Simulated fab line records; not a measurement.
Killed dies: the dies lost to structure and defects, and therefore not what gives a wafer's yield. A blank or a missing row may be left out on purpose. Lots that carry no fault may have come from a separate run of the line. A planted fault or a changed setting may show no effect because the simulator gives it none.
Which tool did it? + flow nandHarc + 13 lots, 39 wafers sampled, at 3 steps of a route of 1302

WHAT EACH GAUGE READ, for each wafer
NHARC_A_SGD_CUT_THK_MEAS_22: measures by ellipsometry.
| lot  | measured     | on           | thkNm (nm)        |
|------|--------------|--------------|-------------------|
| L590 | day 20 16:04 | filmMetro-02 | 146.7 148.2 148.4 |
| L589 | day 21 07:23 | filmMetro-01 | 150.1 148.5 149.4 |
| L592 | day 22 22:28 | filmMetro-02 | 149.4 147.5 147.0 |
| L597 | day 23 21:51 | filmMetro-01 | 150.0 148.8 149.0 |
| L599 | day 24 19:44 | filmMetro-01 | 150.9 149.1 148.7 |
| L601 | day 25 09:50 | filmMetro-01 | 148.4 147.6 150.5 |
| L603 | day 25 19:32 | filmMetro-02 | 148.6 145.3 147.9 |
| L604 | day 26 18:20 | filmMetro-01 | 148.6 148.8 147.3 |
| L605 | day 27 05:25 | filmMetro-02 | 150.2 150.1 148.7 |
| L607 | day 27 19:45 | filmMetro-02 | 148.8 146.9 149.4 |
| L606 | day 27 19:44 | filmMetro-01 | 146.5 148.7 147.8 |
| L608 | day 28 05:46 | filmMetro-02 | 148.6 145.2 149.8 |
| L609 | day 29 01:35 | filmMetro-01 | 145.4 144.8 147.8 |

NHARC_A_SGD_CUT_INSPECT_25.
| lot  | measured     | on               | rawDefectCount |
|------|--------------|------------------|----------------|
| L590 | day 20 16:34 | defectInspect-01 | 374 359 408    |
| L589 | day 21 07:51 | defectInspect-02 | 417 351 401    |
| L592 | day 22 22:55 | defectInspect-02 | 392 482 334    |
| L597 | day 23 22:19 | defectInspect-01 | 454 345 376    |
| L599 | day 24 20:14 | defectInspect-01 | 328 262 352    |
| L601 | day 25 10:19 | defectInspect-01 | 367 326 407    |
| L603 | day 25 20:00 | defectInspect-01 | 410 322 413    |
| L604 | day 26 18:50 | defectInspect-02 | 278 281 329    |
| L605 | day 27 05:53 | defectInspect-01 | 271 382 414    |
| L607 | day 27 20:13 | defectInspect-02 | 296 344 323    |
| L606 | day 27 20:13 | defectInspect-01 | 268 253 259    |
| L608 | day 28 06:14 | defectInspect-01 | 235 267 265    |
| L609 | day 29 02:05 | defectInspect-01 | 229 340 355    |

EACH LOT AND THE TOOL THAT RAN IT (in order: tool; ch and the chambers of the sampled wafers; start)
| lot  | NHARC_A_SGD_CUT_ETCH_58           |
|------|-----------------------------------|
| L590 | rieDiel-07 ch 0,1,2, day 20 10:37 |
| L589 | rieDiel-02 ch 0,1,2, day 21 01:11 |
| L592 | rieDiel-12 ch 1,2, day 22 16:23   |
| L597 | rieDiel-12 ch 2,3, day 23 15:54   |
| L599 | rieDiel-12 ch 0,2,3, day 24 13:26 |
| L601 | rieDiel-12 ch 0,1,3, day 25 03:33 |
| L603 | rieDiel-12 ch 0,1, day 25 13:38   |
| L604 | rieDiel-12 ch 0,3, day 26 12:08   |
| L605 | rieDiel-07 ch 1,2,3, day 26 23:21 |
| L607 | rieDiel-02 ch 1,2, day 27 13:26   |
| L606 | rieDiel-12 ch 0,2, day 27 13:43   |
| L608 | rieDiel-02 ch 0,1,2, day 27 23:43 |
| L609 | rieDiel-07 ch 1,2,3, day 28 19:39 |
- NHARC_A_SGD_CUT_ETCH_58: etches the open film in CF4, target depth 39 nm, time 65 s.

AS READ BY THE TOOLS THEMSELVES (means over the sampled wafers that have a number; for cases with no such wafer, the mark the record gives instead)
NHARC_A_SGD_CUT_ETCH_58.
| lot  | tool       | drypumpMotorCurrentA (A) | oesProductAu (a.u.) | rfFwdPowerW (W) | rfVppV (V) | showerheadPlenumPTorr (Torr) | throttleValvePct (%) |
|------|------------|--------------------------|---------------------|-----------------|------------|------------------------------|----------------------|
| L590 | rieDiel-07 | 5.9                      | 0.999               | 297.3           | 150.7      | 1.72                         | 13.293               |
| L589 | rieDiel-02 | 6.2                      | 0.994               | 297.7           | 150.7      | 1.76                         | 13.283               |
| L592 | rieDiel-12 | 6.1                      | 1.008               | 295.9           | 153.1      | 1.85                         | 13.275               |
| L597 | rieDiel-12 | 6.0                      | 1.008               | 297.5           | 153.5      | 1.89                         | 13.291               |
| L599 | rieDiel-12 | 6.0                      | 0.993               | 297.0           | 151.5      | 1.81                         | 13.279               |
| L601 | rieDiel-12 | 6.5                      | 0.995               | 297.2           | 151.3      | 1.79                         | 13.287               |
| L603 | rieDiel-12 | 6.5                      | 0.995               | 296.6           | 152.0      | 1.78                         | 13.281               |
| L604 | rieDiel-12 | 6.5                      | 0.990               | 298.0           | 151.2      | 1.73                         | 13.289               |
| L605 | rieDiel-07 | 6.3                      | 0.995               | 297.8           | 150.6      | 1.73                         | 13.290               |
| L607 | rieDiel-02 | 6.1                      | 0.978               | 296.4           | 150.9      | 1.77                         | 13.283               |
| L606 | rieDiel-12 | 5.6                      | 0.995               | 297.3           | 152.6      | 1.80                         | 13.282               |
| L608 | rieDiel-02 | 6.2                      | 0.981               | 297.8           | 151.0      | 1.76                         | 13.283               |
| L609 | rieDiel-07 | 6.2                      | 1.002               | 297.1           | 150.9      | 1.73                         | 13.275               |

THE ANSWER, worked out from the rows above alone
Rule: the usual values come from the lots themselves. Put in order of their means at a reading, lots are off if they are a third of the lots or fewer, leave a main group of 4 or more, and stand apart from it by a gap of 3 or more times the standard deviation of the main group's means; of several such gaps the widest counts. Not used: any main group whose means are identical at the precision the tables above print for the reading. A lot without any number at a reading at which 4 lots or more have one is off too. All remaining lots with rows at the step are treated as sound. The gauges are gone through in route order, then the tools' own readings, and for those a lot's mean is taken as printed above. The first step at which some lot is off is used, and at that step the reading that is off furthest; a lot without a number counts as furthest.
Across all readings shown, no lot is off: no conclusion can be drawn from this.

WHAT THE SIMULATOR HAD INSERTED
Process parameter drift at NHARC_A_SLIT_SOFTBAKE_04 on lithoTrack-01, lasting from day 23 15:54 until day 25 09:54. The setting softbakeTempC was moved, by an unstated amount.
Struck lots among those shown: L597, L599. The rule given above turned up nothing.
